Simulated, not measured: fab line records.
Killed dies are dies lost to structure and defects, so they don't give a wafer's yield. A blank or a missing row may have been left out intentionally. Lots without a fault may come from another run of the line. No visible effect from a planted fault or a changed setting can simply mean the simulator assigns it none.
Which tool did it? / flow n5-finfet / Sampling: 10 lots, 30 wafers, 5 of 1938 route steps

== WHAT THE GAUGES SHOWED, per wafer ==
N5_PMOS_HMC_CHANNEL_EPI_THK_MEAS_22.
lot=L138; measured=day 1 19:27; on=film-metro-01; HMC_CMP_THK (nm)=52.5 53.7 52.7
lot=L140; measured=day 2 07:34; on=film-metro-02; HMC_CMP_THK (nm)=53.1 53.4 53.2
lot=L143; measured=day 3 03:34; on=film-metro-01; HMC_CMP_THK (nm)=54.3 53.5 53.1
lot=L146; measured=day 3 19:56; on=film-metro-01; HMC_CMP_THK (nm)=53.3 53.8 53.9
lot=L148; measured=day 4 07:37; on=film-metro-01; HMC_CMP_THK (nm)=51.9 53.7 53.7
lot=L149; measured=day 4 13:50; on=film-metro-02; HMC_CMP_THK (nm)=53.3 53.7 54.4
lot=L150; measured=day 4 19:35; on=film-metro-02; HMC_CMP_THK (nm)=53.4 53.3 53.9
lot=L155; measured=day 6 01:36; on=film-metro-01; HMC_CMP_THK (nm)=54.6 53.8 53.5
lot=L156; measured=day 6 08:04; on=film-metro-01; HMC_CMP_THK (nm)=52.8 54.2 52.7
lot=L161; measured=day 7 13:55; on=film-metro-01; HMC_CMP_THK (nm)=54.0 53.0 53.7

N5_PMOS_HMC_CHANNEL_EPI_INSPECT_30: inspects for defects (darkfield).
lot=L138; measured=day 1 19:56; on=defect-inspect-01; raw-defect-count=21 16 9
lot=L140; measured=day 2 08:02; on=defect-inspect-01; raw-defect-count=11 13 11
lot=L143; measured=day 3 04:03; on=defect-inspect-02; raw-defect-count=14 22 23
lot=L146; measured=day 3 20:25; on=defect-inspect-02; raw-defect-count=17 12 18
lot=L148; measured=day 4 08:05; on=defect-inspect-02; raw-defect-count=11 18 24
lot=L149; measured=day 4 14:28; on=defect-inspect-01; raw-defect-count=25 10 21
lot=L150; measured=day 4 20:04; on=defect-inspect-02; raw-defect-count=12 22 13
lot=L155; measured=day 6 02:05; on=defect-inspect-01; raw-defect-count=19 26 18
lot=L156; measured=day 6 08:32; on=defect-inspect-01; raw-defect-count=15 19 18
lot=L161; measured=day 7 14:23; on=defect-inspect-01; raw-defect-count=12 13 22

N5_BEOL_M4_RC_MEAS_101.
lot=L138; measured=day 9 06:28; on=prober-01; DIBL_N (mV/V)=35.5 38.7 37.8; DIBL_P (mV/V)=32.1 36.9 35.6; IOFF_N (nA/um)=0.117 0.175 0.158; IOFF_P (nA/um)=0.181 0.263 0.238; ION_N (uA/um)=667 674 680; ION_P (uA/um)=459 463 465; SS_N (mV/dec)=71.3 72.3 72.1; SS_P (mV/dec)=73.0 73.6 74.2; VT_N (mV)=259 249 251; VT_P (mV)=-252.0 -247.5 -249.4
lot=L140; measured=day 10 06:00; on=prober-02; DIBL_N (mV/V)=34.5 35.7 35.5; DIBL_P (mV/V)=34.8 36.9 37.1; IOFF_N (nA/um)=0.139 0.163 0.166; IOFF_P (nA/um)=0.180 0.217 0.213; ION_N (uA/um)=663 672 678; ION_P (uA/um)=453 459 462; SS_N (mV/dec)=71.0 71.0 71.6; SS_P (mV/dec)=72.3 73.5 73.3; VT_N (mV)=252 248 248; VT_P (mV)=-248.9 -248.0 -248.4
lot=L143; measured=day 10 07:53; on=prober-01; DIBL_N (mV/V)=33.9 35.9 34.0; DIBL_P (mV/V)=35.1 38.1 34.8; IOFF_N (nA/um)=0.142 0.189 0.141; IOFF_P (nA/um)=0.200 0.241 0.192; ION_N (uA/um)=676 688 663; ION_P (uA/um)=467 465 462; SS_N (mV/dec)=71.2 72.3 70.7; SS_P (mV/dec)=72.2 73.4 72.0; VT_N (mV)=248 245 251; VT_P (mV)=-251.3 -246.9 -251.6
lot=L146; measured=day 11 01:58; on=prober-01; DIBL_N (mV/V)=36.7 38.2 35.7; DIBL_P (mV/V)=39.1 40.0 37.9; IOFF_N (nA/um)=0.176 0.215 0.169; IOFF_P (nA/um)=0.239 0.259 0.216; ION_N (uA/um)=683 691 676; ION_P (uA/um)=470 466 460; SS_N (mV/dec)=72.3 71.8 71.2; SS_P (mV/dec)=74.5 73.4 73.3; VT_N (mV)=245 243 245; VT_P (mV)=-248.6 -246.6 -248.6
lot=L148; measured=day 11 17:06; on=prober-02; DIBL_N (mV/V)=37.6 38.0 37.2; DIBL_P (mV/V)=37.8 38.8 37.7; IOFF_N (nA/um)=0.163 0.179 0.159; IOFF_P (nA/um)=0.190 0.210 0.185; ION_N (uA/um)=677 678 670; ION_P (uA/um)=453 461 452; SS_N (mV/dec)=72.0 72.1 71.9; SS_P (mV/dec)=73.5 73.9 73.5; VT_N (mV)=249 250 249; VT_P (mV)=-252.8 -250.8 -255.0
lot=L149; measured=day 12 00:41; on=prober-02; DIBL_N (mV/V)=34.5 36.2 36.8; DIBL_P (mV/V)=34.7 36.8 37.5; IOFF_N (nA/um)=0.114 0.140 0.153; IOFF_P (nA/um)=0.184 0.209 0.223; ION_N (uA/um)=654 658 669; ION_P (uA/um)=456 456 466; SS_N (mV/dec)=71.6 72.5 72.0; SS_P (mV/dec)=72.0 73.3 72.7; VT_N (mV)=259 254 254; VT_P (mV)=-250.2 -248.9 -249.1
lot=L150; measured=day 11 17:19; on=prober-01; DIBL_N (mV/V)=35.0 36.0 35.3; DIBL_P (mV/V)=35.1 36.3 35.5; IOFF_N (nA/um)=0.130 0.140 0.128; IOFF_P (nA/um)=0.182 0.199 0.185; ION_N (uA/um)=666 671 659; ION_P (uA/um)=459 462 457; SS_N (mV/dec)=71.2 71.7 71.4; SS_P (mV/dec)=72.8 74.3 74.0; VT_N (mV)=252 253 255; VT_P (mV)=-256.3 -251.6 -253.3
lot=L155; measured=day 13 13:28; on=prober-01; DIBL_N (mV/V)=37.7 36.4 38.5; DIBL_P (mV/V)=37.1 35.4 38.0; IOFF_N (nA/um)=0.167 0.154 0.188; IOFF_P (nA/um)=0.210 0.189 0.223; ION_N (uA/um)=682 687 690; ION_P (uA/um)=461 463 471; SS_N (mV/dec)=71.6 71.4 71.9; SS_P (mV/dec)=74.3 73.1 73.9; VT_N (mV)=249 249 245; VT_P (mV)=-251.9 -252.3 -251.3
lot=L156; measured=day 13 18:05; on=prober-02; DIBL_N (mV/V)=39.0 37.2 37.0; DIBL_P (mV/V)=37.6 35.8 35.3; IOFF_N (nA/um)=0.191 0.156 0.150; IOFF_P (nA/um)=0.251 0.227 0.210; ION_N (uA/um)=683 678 674; ION_P (uA/um)=470 469 462; SS_N (mV/dec)=72.0 71.0 71.3; SS_P (mV/dec)=73.5 73.2 73.4; VT_N (mV)=250 251 253; VT_P (mV)=-247.7 -247.3 -249.9
lot=L161; measured=day 15 06:20; on=prober-02; DIBL_N (mV/V)=37.0 35.1 36.8; DIBL_P (mV/V)=38.0 36.5 38.2; IOFF_N (nA/um)=0.164 0.139 0.174; IOFF_P (nA/um)=0.233 0.205 0.235; ION_N (uA/um)=669 669 676; ION_P (uA/um)=468 465 467; SS_N (mV/dec)=71.6 71.4 71.8; SS_P (mV/dec)=73.6 72.4 72.8; VT_N (mV)=250 252 249; VT_P (mV)=-249.7 -248.6 -249.1

== EACH LOT AND THE TOOL THAT RAN IT (in order: tool; ch and the chambers of the sampled wafers; start) ==
lot=L138; N5_PMOS_HMC_CHANNEL_EPI_ETCH_38=rie-si-02 ch 0,1,3, day 1 17:38; N5_FIN_SAQP_DENSIFY_62=rtp-anneal-02 ch 0, day 1 20:37
lot=L140; N5_PMOS_HMC_CHANNEL_EPI_ETCH_38=rie-si-01 ch 0,3, day 2 05:44; N5_FIN_SAQP_DENSIFY_62=rtp-anneal-01 ch 0, day 2 08:46
lot=L143; N5_PMOS_HMC_CHANNEL_EPI_ETCH_38=rie-si-01 ch 0,1,3, day 3 01:20; N5_FIN_SAQP_DENSIFY_62=rtp-anneal-02 ch 0, day 3 04:27
lot=L146; N5_PMOS_HMC_CHANNEL_EPI_ETCH_38=rie-si-03 ch 0,1,3, day 3 18:04; N5_FIN_SAQP_DENSIFY_62=rtp-anneal-01 ch 0, day 3 20:44
lot=L148; N5_PMOS_HMC_CHANNEL_EPI_ETCH_38=rie-si-02 ch 0,2, day 4 05:47; N5_FIN_SAQP_DENSIFY_62=rtp-anneal-01 ch 0, day 4 08:27
lot=L149; N5_PMOS_HMC_CHANNEL_EPI_ETCH_38=rie-si-01 ch 0,1,2, day 4 11:58; N5_FIN_SAQP_DENSIFY_62=rtp-anneal-01 ch 0, day 4 15:00
lot=L150; N5_PMOS_HMC_CHANNEL_EPI_ETCH_38=rie-si-02 ch 0,2,3, day 4 17:46; N5_FIN_SAQP_DENSIFY_62=rtp-anneal-01 ch 0, day 4 20:28
lot=L155; N5_PMOS_HMC_CHANNEL_EPI_ETCH_38=rie-si-01 ch 1,2,3, day 5 23:47; N5_FIN_SAQP_DENSIFY_62=rtp-anneal-02 ch 0, day 6 03:10
lot=L156; N5_PMOS_HMC_CHANNEL_EPI_ETCH_38=rie-si-02 ch 0,1, day 6 06:14; N5_FIN_SAQP_DENSIFY_62=rtp-anneal-02 ch 0, day 6 08:52
lot=L161; N5_PMOS_HMC_CHANNEL_EPI_ETCH_38=rie-si-02 ch 0,3, day 7 12:05; N5_FIN_SAQP_DENSIFY_62=rtp-anneal-01 ch 0, day 7 14:45
- N5_PMOS_HMC_CHANNEL_EPI_ETCH_38: etches SiO2 in CF4, target depth 1.5 nm.
- N5_FIN_SAQP_DENSIFY_62: time 60 s.

== AS READ BY THE TOOLS THEMSELVES (means over the sampled wafers that have a number; for cases with no such wafer, the mark the record gives instead) ==
N5_PMOS_HMC_CHANNEL_EPI_ETCH_38.
lot=L138; tool=rie-si-02; bias-w (W)=399.5; drypump-motor-current-A (A)=6.0; oes-product-au (a.u.)=0.995; throttle-valve-pct (%)=21.80
lot=L140; tool=rie-si-01; bias-w (W)=401.6; drypump-motor-current-A (A)=6.1; oes-product-au (a.u.)=0.985; throttle-valve-pct (%)=21.93
lot=L143; tool=rie-si-01; bias-w (W)=400.2; drypump-motor-current-A (A)=6.0; oes-product-au (a.u.)=0.989; throttle-valve-pct (%)=21.78
lot=L146; tool=rie-si-03; bias-w (W)=401.0; drypump-motor-current-A (A)=5.9; oes-product-au (a.u.)=0.988; throttle-valve-pct (%)=21.50
lot=L148; tool=rie-si-02; bias-w (W)=400.0; drypump-motor-current-A (A)=6.5; oes-product-au (a.u.)=1.001; throttle-valve-pct (%)=21.71
lot=L149; tool=rie-si-01; bias-w (W)=398.9; drypump-motor-current-A (A)=6.0; oes-product-au (a.u.)=0.990; throttle-valve-pct (%)=21.71
lot=L150; tool=rie-si-02; bias-w (W)=400.4; drypump-motor-current-A (A)=6.4; oes-product-au (a.u.)=0.998; throttle-valve-pct (%)=21.85
lot=L155; tool=rie-si-01; bias-w (W)=407.2; drypump-motor-current-A (A)=6.1; oes-product-au (a.u.)=1.000; throttle-valve-pct (%)=21.68
lot=L156; tool=rie-si-02; bias-w (W)=400.3; drypump-motor-current-A (A)=5.8; oes-product-au (a.u.)=0.997; throttle-valve-pct (%)=21.69
lot=L161; tool=rie-si-02; bias-w (W)=400.2; drypump-motor-current-A (A)=6.2; oes-product-au (a.u.)=0.998; throttle-valve-pct (%)=21.86

N5_FIN_SAQP_DENSIFY_62.
lot=L138; tool=rtp-anneal-02; lamp-power-pct (%)=9.90; wafer_temp_C_max=703.3
lot=L140; tool=rtp-anneal-01; lamp-power-pct (%)=9.85; wafer_temp_C_max=703.0
lot=L143; tool=rtp-anneal-02; lamp-power-pct (%)=9.83; wafer_temp_C_max=704.4
lot=L146; tool=rtp-anneal-01; lamp-power-pct (%)=9.85; wafer_temp_C_max=703.3
lot=L148; tool=rtp-anneal-01; lamp-power-pct (%)=9.89; wafer_temp_C_max=703.5
lot=L149; tool=rtp-anneal-01; lamp-power-pct (%)=9.93; wafer_temp_C_max=703.7
lot=L150; tool=rtp-anneal-01; lamp-power-pct (%)=9.85; wafer_temp_C_max=703.1
lot=L155; tool=rtp-anneal-02; lamp-power-pct (%)=9.87; wafer_temp_C_max=703.6
lot=L156; tool=rtp-anneal-02; lamp-power-pct (%)=9.87; wafer_temp_C_max=704.2
lot=L161; tool=rtp-anneal-01; lamp-power-pct (%)=9.81; wafer_temp_C_max=703.2

== THE ANSWER, worked out from the rows above alone ==
Rule: the usual values come from the lots themselves. The widest of any qualifying gaps counts: lots, ordered by their means at a reading, are off when they make up no more than a third of the lots, leave a main group of 4 or more, and stand apart from it by 3 or more times the standard deviation of that group's means. The tables above print the reading to a certain number of digits; a main group whose means all agree to those digits is not used. Also off: a lot with no number at a reading for which 4 or more lots have one. The other lots that the step has rows for count as sound. Order of review: gauges by route order, followed by the tools' own readings, for which a lot's mean as printed above is used. The first step at which some lot is off is used, and at that step the reading that is off furthest; a lot without a number counts as furthest.
Off: L155, at N5_PMOS_HMC_CHANNEL_EPI_ETCH_38 (bias-w). The main group: mean 400.2 W, standard deviation 0.73.
If a tool, at that step or one of the process steps before it, ran each lot that is off and ran no sound lot following the first of them, it fits. One fits: N5_PMOS_HMC_CHANNEL_EPI_ETCH_38 on rie-si-01. Its last sound lot is L149 (day 4 11:58), its first lot that is off L155 (day 5 23:47): a fault that began between those two fits.
The tool's own readings at N5_PMOS_HMC_CHANNEL_EPI_ETCH_38 bear it out: on the lots that are off they differ by more than 5 times the standard deviation of the sound lots' means. bias-w reads 407.2 W there against 400.2 W on the sound lots.

== WHAT THE SIMULATOR HAD PUT IN ==
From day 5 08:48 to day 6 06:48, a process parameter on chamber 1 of rie-si-01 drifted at N5_PMOS_HMC_CHANNEL_EPI_ETCH_38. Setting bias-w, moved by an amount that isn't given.
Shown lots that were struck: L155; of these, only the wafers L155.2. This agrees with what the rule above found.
